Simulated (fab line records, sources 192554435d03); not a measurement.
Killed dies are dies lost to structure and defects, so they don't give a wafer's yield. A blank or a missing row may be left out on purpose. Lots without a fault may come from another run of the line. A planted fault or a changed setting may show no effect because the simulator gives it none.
Problem report in the 8D (eight disciplines) form, filled by code | flow n5_finfet | the parts of the form that need people (team, actions taken, sign-off) are left out

1. THE PROBLEM
spin_speed_rpm at N5_BEOL_M15_COAT_04 reads a mean of 2025.0 rpm on 6 wafers of 2 lots; wafers without a fault read 1703.8 rpm with a standard deviation of 1.3. That is +99 or more standard deviations from the usual mean.
The step: resist thk 800 nm.
First seen on wafer L772.1, day 13 01:21, on litho_track-05. The record holds 18 wafers of 6 lots with a number at this step. Rule for "out", or "out of limits": more than 4 standard deviations from the usual mean. The other wafers with a number count as sound.

2. WHAT IT IS AND WHAT IT IS NOT
question                    | is                     | is not
which readings at this step | spin_speed_rpm         | -
which lots                  | L772, L773             | L765, L766, L778, L779
which wafers of those lots  | all that have a number | -
read on which tools         | litho_track-05         | litho_track-02, litho_track-03
when                        | from day 13 01:21      | up to then (6 sound wafers); but 6 sound wafers of L778, L779 came after

3. SUSPECTS, AND WHAT RULES EACH OUT
Counting: a tool at a process step up to the reading stays a suspect if it ran every lot that is out and no sound lot after the first of them.
- pecvd-04 at N5_BEOL_M15_ILD_DEP_00 (deposits SiO2 from TEOS/O2, target thk 1629.3 nm, time 346.1 s): ruled out as a lasting fault. Sound lots L779 ran on it after its first lot that is out, L772 (day 13 01:04).
- litho_track-05 at N5_BEOL_M15_COAT_04 (resist thk 800 nm): kept. It ran every lot that is out, first L772 (day 13 01:21), and no sound lot after that; its last sound lot up to then is L766 (day 11 17:00). Its own readings are out on those wafers: spin_speed_rpm.
Left after counting: litho_track-05 at N5_BEOL_M15_COAT_04.

4. THE CAUSE (what the simulator had put in)
Process parameter drift: litho_track-05, from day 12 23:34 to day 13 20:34, at N5_BEOL_M15_COAT_04. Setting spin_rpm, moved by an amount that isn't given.
Counting left only this tool.

5. THE CHAIN OF EFFECTS, in route order
Each row: a reading whose mean over the struck wafers that have a number lies more than 3 standard deviations from the usual. Only readings for which the record gives a usual standard deviation are gone through. hours: the time from each lot's start at the first step in this table that gives one to its start at this step, as a median over the lots. sigmas: the change in usual standard deviations.
hours | step                | reading        | usual      | on struck wafers | change | sigmas
0     | N5_BEOL_M15_COAT_04 | spin_speed_rpm | 1703.8 rpm | 2025.0           | +321.2 | +99 or more
The process steps in it:
- N5_BEOL_M15_COAT_04: resist thk 800 nm.
Later measuring or inspecting steps at which every struck wafer that the step has a row for has a number for every such reading, and none has moved that far: N5_BEOL_M15_CD_MEAS_10, N5_BEOL_M15_OVL_MEAS_11, N5_BEOL_M15_INSPECT_12.

6. WHAT WOULD HAVE CAUGHT IT SOONER
In this record the first reading out of limits was taken at day 13 01:21, 2 hours after the fault began at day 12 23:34.
